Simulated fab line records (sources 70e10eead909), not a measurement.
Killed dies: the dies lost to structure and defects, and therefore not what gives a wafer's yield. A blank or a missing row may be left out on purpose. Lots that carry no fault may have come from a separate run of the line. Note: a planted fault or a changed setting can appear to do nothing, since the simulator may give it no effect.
Struck lot and sound lot, side by side || flow nand_harc || 18 steps out of a route of 1159
Sound: the wafers L838.1, L838.4, L838.5. The struck wafers were L844.3, L844.4, L844.5. At the end, the cause is stated.
Order at every step that has rows: each side's tool, ch and its chambers, its first start. Under that, the readings that differ: sound wafers || struck wafers || difference of the means || sigmas: that difference in standard deviations of wafers without a fault.
alike: readings whose means differ by less than 2 such deviations, and words and numbers that are the same on both sides. not compared: withheld readings, readings that some wafer has no value for, bounds like >300 that may hide the same value, and numbers for which the record gives no deviation and whose values overlap.
Wherever a step has rows on one side only, a row that says differs or no value, or a row with sigmas, the two part there. Numbers that have no deviation but don't overlap get no sigmas and don't part them. A reading missing from all wafers of one side parts the sides only when that side holds two or more wafers.

NHARC_P_ZERO_WELL_CD_MEAS_11: the cd target is 500 nm.
  sound on cd_sem-03 ch 0, day 2 07:14; struck on cd_sem-01 ch 0, day 3 19:07
  alike: cd_nm
then, 1 step without rows for these wafers: NHARC_P_ZERO_WELL_HARDBAKE_12 (time 65 s).
NHARC_P_ZERO_WELL_DESCUM_13: chemistry O2, time 3 s.
  sound on rie_diel-07 ch 0,1,2, day 2 07:23; struck on rie_diel-09 ch 1,2, day 3 19:16
{"reading": "rf_vpp_V (V)", "sound": "57.4 55.8 56.1", "struck": "58.3 58.9 59.2", "difference": "+2.4", "sigmas": "+3"}
  alike: drypump_motor_current_A, oes_product_au, showerhead_plenum_p_Torr, throttle_valve_pct
  not compared: rf_hours_counter_h
NHARC_P_ZERO_WELL_ETCH_65: etches the open film in N2/H2, target depth 80 nm, overetch 24 nm, time 87.88 s.
  sound on rie_diel-07 ch 0,1,2, day 2 07:31; struck on rie_diel-09 ch 2,3, day 3 19:23
  alike: drypump_motor_current_A, n2_flow_sccm, oes_product_au, rf_vpp_V, showerhead_plenum_p_Torr, throttle_valve_pct
  not compared: rf_hours_counter_h
NHARC_P_ZERO_WELL_ETCH_62: etches the open film in CHF3/Ar, target depth 13 nm, time 6.5 s.
  sound on rie_diel-07 ch 1,2; struck on rie_diel-09 ch 2,3
  alike: chf3_flow_sccm, drypump_motor_current_A, oes_product_au, rf_vpp_V, showerhead_plenum_p_Torr, throttle_valve_pct
  not compared: rf_hours_counter_h
NHARC_P_ZERO_WELL_ETCH_63: etches the open film in HBr/Cl2, target depth 120 nm, time 40.1 s.
  sound on rie_si-06 ch 0,1,2, day 2 07:41; struck on rie_si-04 ch 0,1,3, day 3 19:34
  alike: drypump_motor_current_A, oes_product_au, throttle_valve_pct
  not compared: rf_hours_counter_h
then, 6 steps without rows for these wafers: NHARC_P_ZERO_WELL_STRIP_15 (strips in SPM, time 900 s); NHARC_P_ZERO_WELL_DEHYDRATE_16 (time 120 s); NHARC_P_ZERO_WELL_HMDS_17 (time 30 s); NHARC_P_ZERO_WELL_COAT_18; NHARC_P_ZERO_WELL_SOFTBAKE_19 (time 95 s); NHARC_P_ZERO_WELL_EBR_20.
NHARC_P_ZERO_WELL_EXPOSE_21: exposes mask P NWELL, target cd 720 nm.
  sound on krf_scanner-03 ch 0, day 2 08:28; struck on krf_scanner-03 ch 0, day 3 20:21
{"reading": "mask", "sound": "P_NWELL#0 P_NWELL#0 P_NWELL#0", "struck": "P_PWELL#0 P_PWELL#0 P_PWELL#0", "difference": "differs", "sigmas": ""}
then, 2 steps without rows for these wafers: NHARC_P_ZERO_WELL_PEB_22 (peb time 85 s); NHARC_P_ZERO_WELL_DEVELOP_23 (time 70 s).
NHARC_P_ZERO_WELL_CD_MEAS_24: the cd target is 720 nm.
  sound on cd_sem-01 ch 0, day 2 08:37; struck on cd_sem-03 ch 0, day 3 20:30
{"reading": "cd_nm (nm)", "sound": "719.1 723.3 719.8", "struck": "- - -", "difference": "no value on the struck wafers", "sigmas": ""}
then, 1 step without rows for these wafers: NHARC_P_ZERO_WELL_HARDBAKE_25 (time 80 s).
-- break in the record here, with 18 days between the starts of the struck wafers on either side (left off in module P_ZERO_WELL, picked up again in module END, where the first step shown is number 1159 on the route) --
NHARC_END_SORT_01:
  the record has rows for the struck wafers here (prober-01 ch 0, day 21 17:55) and none for the sound ones

## WHERE THEY PART
At NHARC_P_ZERO_WELL_DESCUM_13 first; at NHARC_END_SORT_01 last (within this record only).

WHY: what had been put in by the simulator
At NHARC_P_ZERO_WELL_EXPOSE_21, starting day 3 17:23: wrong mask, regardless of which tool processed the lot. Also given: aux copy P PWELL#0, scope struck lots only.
